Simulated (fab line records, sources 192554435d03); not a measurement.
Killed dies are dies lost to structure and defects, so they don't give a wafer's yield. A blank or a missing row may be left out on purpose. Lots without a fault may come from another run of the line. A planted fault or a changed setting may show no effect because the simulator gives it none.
Split-lot experiment | flow n5_finfet | 7 lots, 21 wafers read, on a route of 1938 steps

THE SPLIT
At N5_MOL_CONTACT_COAG_EXPOSE_37 (exposes mask VD, defocus 0 nm), the setting dose_mj was moved away from the recipe's 62 on 12 of the 21 wafers read, by -7.0% to +7.0%. The other wafers ran this setting at the recipe's value.

FROM THE SPLIT TO THE READING: what the file shows between them, 2 steps
- N5_MOL_CONTACT_COAG_PEB_38: peb time 60 s
- N5_MOL_CONTACT_COAG_DEVELOP_39: develop time 30 s

THE READING
cd_nm, in nm, at N5_MOL_CONTACT_COAG_CD_MEAS_40 (target cd 25.1 nm). Fault-free wafers of this fab line usually give 25.24 nm, standard deviation 0.22 nm.

wafer  | tool, chamber at the split | dose_mj as run | against the recipe | cd_nm, nm | against lot-mates on the recipe
L076.2 | euv_scanner-01, 0          | 66.32          | +7.0%              | 26.39     | no lot-mate on the recipe
L076.4 | euv_scanner-01, 0          | 66.32          | +7.0%              | 26.18     | no lot-mate on the recipe
L076.5 | euv_scanner-01, 0          | 66.32          | +7.0%              | 26.47     | no lot-mate on the recipe
L078.1 | euv_scanner-01, 0          | 62             | recipe             | 25.44     | -
L078.3 | euv_scanner-01, 0          | 62             | recipe             | 25.47     | -
L078.4 | euv_scanner-01, 0          | 62             | recipe             | 25.44     | -
L083.1 | euv_scanner-01, 0          | 63.62          | +2.6%              | 25.16     | -0.03
L083.5 | euv_scanner-01, 0          | 62             | recipe             | 25.19     | -
L083.6 | euv_scanner-01, 0          | 63.62          | +2.6%              | 26.00     | +0.81
L090.4 | euv_scanner-02, 0          | 57.96          | -6.5%              | 23.64     | no lot-mate on the recipe
L090.5 | euv_scanner-02, 0          | 57.96          | -6.5%              | 23.80     | no lot-mate on the recipe
L090.6 | euv_scanner-02, 0          | 57.96          | -6.5%              | 24.37     | no lot-mate on the recipe
L092.1 | euv_scanner-01, 0          | 62             | recipe             | 25.40     | -
L092.3 | euv_scanner-01, 0          | 62             | recipe             | 25.12     | -
L092.6 | euv_scanner-01, 0          | 62             | recipe             | 25.12     | -
L093.1 | euv_scanner-02, 0          | 62             | recipe             | 25.06     | -
L093.2 | euv_scanner-02, 0          | 58.33          | -5.9%              | 23.89     | -1.17
L093.3 | euv_scanner-02, 0          | 58.33          | -5.9%              | 24.00     | -1.06
L097.3 | euv_scanner-01, 0          | 57.67          | -7.0%              | 23.71     | -1.72
L097.4 | euv_scanner-01, 0          | 57.67          | -7.0%              | 23.69     | -1.74
L097.5 | euv_scanner-01, 0          | 62             | recipe             | 25.43     | -

THE FIT
A straight line over all 21 wafers: cd_nm changes by +0.189 nm for each +1% of dose_mj; r = +0.96; the points scatter about the line by 0.25 nm.
The same after taking each lot's own level away (the mean of its wafers on the recipe; 15 wafers): +0.213 nm for each +1%; r = +0.96; scatter 0.22 nm.
On that fit, the largest move of dose_mj shifts the reading by 1.5 nm.
The lots' own levels span 25.060 to 25.450 nm, that is 1.8 times the standard deviation above.
So the lot-to-lot level changes the slope: the two fits differ.
Check: with one of the wafers moved furthest among these (-7.0%) left out of the fit, the line predicts -1.45 nm for it against its lot-mates. It came out at -1.72 nm against them.

OTHER SPLITS ON THESE WAFERS
These wafers also went through other splits before the reading. Each is held against what the fit with the lots' levels taken away leaves over:
other split on the same wafers          | wafers away from the commonest value | r with cd_nm (lot level and that fit taken away)
N5_DUMMY_GATE_ETCH_31 target_depth_a    | 9                                    | -0.42
N5_ILD0_CMP_03 down_force_psi           | 8                                    | +0.26
N5_HKMG_FIN_ETCH_55 time_s              | 4                                    | +0.39
N5_GATE_CUT_HM_DEP_46 time_s            | 6                                    | +0.35
N5_GATE_CUT_COAT_27 spin_rpm            | 7                                    | -0.15
N5_MOL_CONTACT_COAG_SPUTTER_130 power_w | 7                                    | -0.08
N5_MOL_CONTACT_COAG_COAT_34 spin_rpm    | 3                                    | -0.08

THE FILE'S OWN FIT
cd_nm changes by +0.218 nm for each +1% of dose_mj, r = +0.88.
